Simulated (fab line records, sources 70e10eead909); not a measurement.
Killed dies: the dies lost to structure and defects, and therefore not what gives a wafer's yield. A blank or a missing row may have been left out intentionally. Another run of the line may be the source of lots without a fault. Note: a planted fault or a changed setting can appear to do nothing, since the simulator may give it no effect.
Which tool did it?	flow nand_harc	Sampling: 13 lots, 37 wafers, 6 of 1302 route steps

## WHAT EACH GAUGE READ, for each wafer
NHARC_A_ZERO_WELL_INSPECT_17.
lot	measured	on	raw_defect_count
L130	day 6 20:23	defect_inspect-02	9 10 9
L131	day 7 10:51	defect_inspect-01	10 11 12
L132	day 7 13:08	defect_inspect-01	1 8 4
L133	day 8 00:11	defect_inspect-02	20 24 25
L134	day 8 14:37	defect_inspect-01	8 5 14
L135	day 8 19:55	defect_inspect-01	2 3 3
L136	day 9 07:33	defect_inspect-02	16 11 4
L140	day 11 04:20	defect_inspect-01	7 3 5
L146	day 13 13:07	defect_inspect-01	8
L148	day 14 06:37	defect_inspect-01	12 4 13
L149	day 14 17:34	defect_inspect-02	18 6 5
L151	day 15 13:08	defect_inspect-01	22 16 27
L153	day 16 06:03	defect_inspect-02	12 15 16

NHARC_A_SOURCE_PLATE_INSPECT_08.
lot	measured	on	raw_defect_count
L130	day 7 15:45	defect_inspect-01	78 23 66
L131	day 8 07:06	defect_inspect-02	66 49 73
L132	day 8 07:06	defect_inspect-01	54 32 30
L133	day 8 20:40	defect_inspect-01	72 49 65
L134	day 9 11:10	defect_inspect-02	38 58 33
L135	day 9 20:34	defect_inspect-01	44 33 21
L136	day 10 03:04	defect_inspect-01	77 34 60
L140	day 12 02:05	defect_inspect-02	74 38 37
L146	day 14 11:43	defect_inspect-01	565 572
L148	day 15 03:59	defect_inspect-01	93 49 49
L149	day 15 12:53	defect_inspect-02	40 32 46
L151	day 16 08:58	defect_inspect-01	40 49 90
L153	day 17 03:15	defect_inspect-02	55 80 91

NHARC_A_ONON_D1_THK_MEAS_18: measures by ellipsometry.
lot	measured	on	thk_nm (nm)
L130	day 8 02:29	film_metro-01	989 991 995
L131	day 8 17:43	film_metro-02	1009 1008 1011
L132	day 8 17:43	film_metro-01	1011 1013 1014
L133	day 9 07:47	film_metro-01	983 983 982
L134	day 9 21:33	film_metro-01	987 984 986
L135	day 10 07:30	film_metro-01	982 984 982
L136	day 10 13:49	film_metro-01	988 987 988
L140	day 12 13:10	film_metro-01	1007 1007 1009
L146	day 14 22:19	film_metro-02	985
L148	day 15 15:36	film_metro-02	1001 1002 1002
L149	day 16 00:34	film_metro-01	990 991 989
L151	day 16 22:11	film_metro-01	1002 1002 1001
L153	day 17 16:02	film_metro-02	1010 1009 1011

NHARC_END_SORT_01.
lot	measured	on	killed_at_array	killed_at_other	killed_at_periphery	killed_dies	killed_open	killed_short
L146	day 30 21:49	prober-02	168	1	6	175	1	3

## WHAT TOOL EACH LOT RAN ON (gives the tool, then ch and the chambers of the sampled wafers, and finally the start)
lot	NHARC_A_ZERO_WELL_ETCH_13	NHARC_A_SOURCE_PLATE_PVD_04
L130	rie_si-05 ch 2,3, day 6 19:17	pvd_sputter-03, day 7 03:17
L131	rie_si-01 ch 0,2, day 7 09:46	pvd_sputter-02, day 7 18:13
L132	rie_si-06 ch 0,1, day 7 12:02	pvd_sputter-03, day 7 18:13
L133	rie_si-06 ch 0,2, day 7 23:06	pvd_sputter-01, day 8 07:32
L134	rie_si-06 ch 2,3, day 8 13:31	pvd_sputter-01, day 8 22:10
L135	rie_si-05 ch 0,2,3, day 8 18:49	pvd_sputter-01, day 9 04:16
L136	rie_si-05 ch 0,3, day 9 06:27	pvd_sputter-01, day 9 14:29
L140	rie_si-01 ch 0,3, day 11 03:14	pvd_sputter-03, day 11 13:35
L146	rie_si-06 ch 1, day 13 12:01	pvd_sputter-03, day 13 21:49
L148	rie_si-01 ch 0,1, day 14 05:31	pvd_sputter-02, day 14 15:05
L149	rie_si-06 ch 0,1,2, day 14 16:28	pvd_sputter-01, day 15 00:27
L151	rie_si-06 ch 0,2, day 15 12:03	pvd_sputter-01, day 15 20:22
L153	rie_si-05 ch 0,3, day 16 04:58	pvd_sputter-01, day 16 14:51
- NHARC_A_ZERO_WELL_ETCH_13: etches the open film in HBr/Cl2, target depth 120 nm, time 40.1 s.
- NHARC_A_SOURCE_PLATE_PVD_04: deposits WSi2, target thk 50 nm.

## AS READ BY THE TOOLS THEMSELVES (means over the sampled wafers that have a number; for cases with no such wafer, the mark the record gives instead)
NHARC_A_ZERO_WELL_ETCH_13.
lot	tool	chamber_pressure_mTorr (mTorr)	drypump_motor_current_A (A)	mfc_cl2_sccm (sccm)	oes_product_au (a.u.)	throttle_valve_pct (%)
L130	rie_si-05	14.989	5.3	49.94	0.997	26.414
L131	rie_si-01	14.997	5.9	49.99	1.009	26.407
L132	rie_si-06	14.989	6.1	49.82	1.003	26.405
L133	rie_si-06	14.987	5.4	49.99	0.985	26.411
L134	rie_si-06	15.001	4.9	50.10	0.981	26.409
L135	rie_si-05	15.010	5.4	49.88	1.010	26.404
L136	rie_si-05	15.006	5.2	49.96	1.013	26.405
L140	rie_si-01	14.997	5.3	50.05	0.990	26.403
L146	rie_si-06	14.983	6.5	50.06	1.011	26.400
L148	rie_si-01	14.997	5.9	49.91	1.017	26.422
L149	rie_si-06	14.995	5.9	49.96	1.018	26.402
L151	rie_si-06	15.010	5.7	50.01	1.010	26.399
L153	rie_si-05	14.996	5.2	49.95	1.003	26.396

## THE ANSWER, worked out from the rows above alone
Rule: the usual values come from the lots themselves. Put in order of their means at a reading, lots are off if they are a third of the lots or fewer, leave a main group of 4 or more, and stand apart from it by a gap of 3 or more times the standard deviation of the main group's means; of several such gaps the widest counts. Not used: any main group whose means are identical at the precision the tables above print for the reading. Also off: a lot with no number at a reading for which 4 or more lots have one. The other lots that the step has rows for count as sound. The gauges are gone through in route order, then the tools' own readings, and for those a lot's mean is taken as printed above. At the first step where some lot is off, the reading lying furthest off is the one used; lots without a number count as furthest.
Off, at NHARC_A_SOURCE_PLATE_INSPECT_08 on raw_defect_count: L146. The main group: mean 53, standard deviation 12.
If a tool, at a process step before that reading, ran all the lots that are off and no sound lot after the first of them, it fits. The gauges at NHARC_A_SOURCE_PLATE_INSPECT_08 are tried like those tools. One fits: pvd_sputter-03 at NHARC_A_SOURCE_PLATE_PVD_04. Its last sound lot is L140 (day 11 13:35), its first lot that is off L146 (day 13 21:49): a fault that began between those two fits.

## WHAT THE SIMULATOR PUT IN
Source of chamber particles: pvd_sputter-03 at NHARC_A_SOURCE_PLATE_PVD_04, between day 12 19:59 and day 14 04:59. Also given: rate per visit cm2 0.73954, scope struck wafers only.
Shown lots that were struck: L146. The rule given above showed the same thing.
